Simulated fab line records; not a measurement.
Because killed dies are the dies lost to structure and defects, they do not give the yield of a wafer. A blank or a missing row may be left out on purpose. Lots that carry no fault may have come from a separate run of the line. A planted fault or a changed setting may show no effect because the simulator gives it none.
Struck lot and sound lot, side by side :: flow nand_harc :: 16 out of 1302 route steps
Sound: these wafers, L862.3, L862.4, L862.6. Struck: wafers L866.1, L866.2. (L866.6 of the same lot was not struck and is left out.) The cause comes at the end.
Per side, at each step with rows, come the tool, then ch with its chambers, and then its first start. Under that, the readings that differ: sound wafers :: struck wafers :: difference of the means :: sigmas: that difference in standard deviations of wafers without a fault.
alike: words and numbers the same on both sides, and readings whose means are apart by under 2 such deviations; not compared: readings that were withheld, readings missing a value for some wafer, numbers with overlapping values and no deviation given by the record, and bounds like >300 which may hide the same value.
The two part at a step that has a row with sigmas, a row that says differs or no value, or rows on one side only. Non-overlapping numbers with no deviation appear without sigmas and do not part them. A reading missing from all wafers of one side parts the sides only when that side holds two or more wafers.

NHARC_P_START_INSPECT_01:
  sound on defect_inspect-01 at day 5 04:02; struck on defect_inspect-01 at day 6 20:02
  alike: raw_defect_count
then, 7 steps without rows for these wafers: NHARC_P_ZERO_WELL_PRECLEAN_00 (cleans in SPM, time 600 s); NHARC_P_ZERO_WELL_SRD_01; NHARC_P_ZERO_WELL_PECVD_02 (deposits SiO2, target thk 10 nm); NHARC_P_ZERO_WELL_DEHYDRATE_03 (time 120 s); NHARC_P_ZERO_WELL_HMDS_04 (time 30 s); NHARC_P_ZERO_WELL_COAT_64 (time 65 s); NHARC_P_ZERO_WELL_COAT_05 (resist thk 600 nm).
NHARC_P_ZERO_WELL_SOFTBAKE_06: time 70 s.
  sound on litho_track-05 ch 0, day 5 05:00; struck on litho_track-05 ch 0, day 6 20:00
reading: heater_power_total_W (W)
sound: 201.5 202.2 202.6
struck: 511.4 518.1
difference: +312.6
sigmas: +99 or more
then, 4 steps without rows for these wafers: NHARC_P_ZERO_WELL_EBR_07; NHARC_P_ZERO_WELL_EXPOSE_08 (exposes mask P ZERO, target cd 500 nm); NHARC_P_ZERO_WELL_PEB_09 (peb time 80 s); NHARC_P_ZERO_WELL_DEVELOP_10 (time 50 s).
NHARC_P_ZERO_WELL_CD_MEAS_11 targets a cd of 500 nm.
  sound on cd_sem-03 ch 0, day 5 05:24; struck on cd_sem-03 ch 0, day 6 21:07
reading: cd_nm (nm)
sound: 500.8 500.3 500.4
struck: 485.2 483.8
difference: -16.0
sigmas: -8
then, 2 steps without rows for these wafers: NHARC_P_ZERO_WELL_HARDBAKE_12 (time 65 s); NHARC_END_SORT_01.

== WHERE THEY PART ==
At NHARC_P_ZERO_WELL_SOFTBAKE_06 first; at NHARC_P_ZERO_WELL_CD_MEAS_11 last (within this record only).

WHY: whatever the simulator had introduced
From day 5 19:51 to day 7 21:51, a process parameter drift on litho_track-05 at NHARC_P_ZERO_WELL_SOFTBAKE_06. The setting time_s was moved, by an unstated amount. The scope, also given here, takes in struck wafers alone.
